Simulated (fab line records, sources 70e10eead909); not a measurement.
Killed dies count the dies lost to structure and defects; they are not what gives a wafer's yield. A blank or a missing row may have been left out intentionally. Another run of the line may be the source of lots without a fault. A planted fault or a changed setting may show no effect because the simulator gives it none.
Chamber matching || flow nandHarc || NHARC_A_STAIRCASE_DEP_280 on pecvd-04 has 3 sister chambers
The step deposits SiON, target thk 30 nm. 3 wafers are shown with their chamber, then 10 later ones without.

== WAFERS PAIRED WITH THEIR CHAMBERS ==
{"wafer": "L087.5", "chamber": 1, "heaterPowerW (W)": 767}
{"wafer": "L087.6", "chamber": 0, "heaterPowerW (W)": 632}
{"wafer": "L089.4", "chamber": 2, "heaterPowerW (W)": 764}

== WAFERS WHOSE CHAMBER IS MISSING ==
{"wafer": "L089.5", "heaterPowerW (W)": 674}
{"wafer": "L090.2", "heaterPowerW (W)": 654}
{"wafer": "L090.3", "heaterPowerW (W)": 671}
{"wafer": "L090.6", "heaterPowerW (W)": 767}
{"wafer": "L091.3", "heaterPowerW (W)": 813}
{"wafer": "L091.4", "heaterPowerW (W)": 784}
{"wafer": "L091.5", "heaterPowerW (W)": 703}
{"wafer": "L097.2", "heaterPowerW (W)": 684}
{"wafer": "L097.3", "heaterPowerW (W)": 675}
{"wafer": "L097.6", "heaterPowerW (W)": 794}

== CHAMBER TAKEN BY EACH ==
{"wafer": "L089.5", "from the rows above": "can't be placed: 0 or 2 or 1", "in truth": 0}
{"wafer": "L090.2", "from the rows above": 0, "in truth": 0}
{"wafer": "L090.3", "from the rows above": "can't be placed: 0 or 2 or 1", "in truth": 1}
{"wafer": "L090.6", "from the rows above": "can't be placed: 1 or 2", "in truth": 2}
{"wafer": "L091.3", "from the rows above": "can't be placed: 1 or 2", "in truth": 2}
{"wafer": "L091.4", "from the rows above": "can't be placed: 1 or 2", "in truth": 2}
{"wafer": "L091.5", "from the rows above": "can't be placed: 2 or 1 or 0", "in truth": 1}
{"wafer": "L097.2", "from the rows above": "can't be placed: 0 or 2 or 1", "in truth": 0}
{"wafer": "L097.3", "from the rows above": "can't be placed: 0 or 2 or 1", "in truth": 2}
{"wafer": "L097.6", "from the rows above": "can't be placed: 1 or 2", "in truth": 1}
1 of 10 placed correctly. These rows do not allow placing 9 (true chamber among the candidates in 9). Placed wrongly: 0.
How it was worked out, from the rows above alone: a wafer's distance from a chamber is the root of the sum, over the readings, of the square of ((its reading less the chamber's mean) divided by the reading's scatter). If the next closest chamber is less than 2 further off than the closest, the wafer can't be placed; otherwise it belongs to the closest. For every chamber, the mean is computed from those of its wafers that are shown. The scatter (one wafer shown for each chamber): square how far every hidden wafer sits from the nearest shown wafer, average those squares and take the square root.
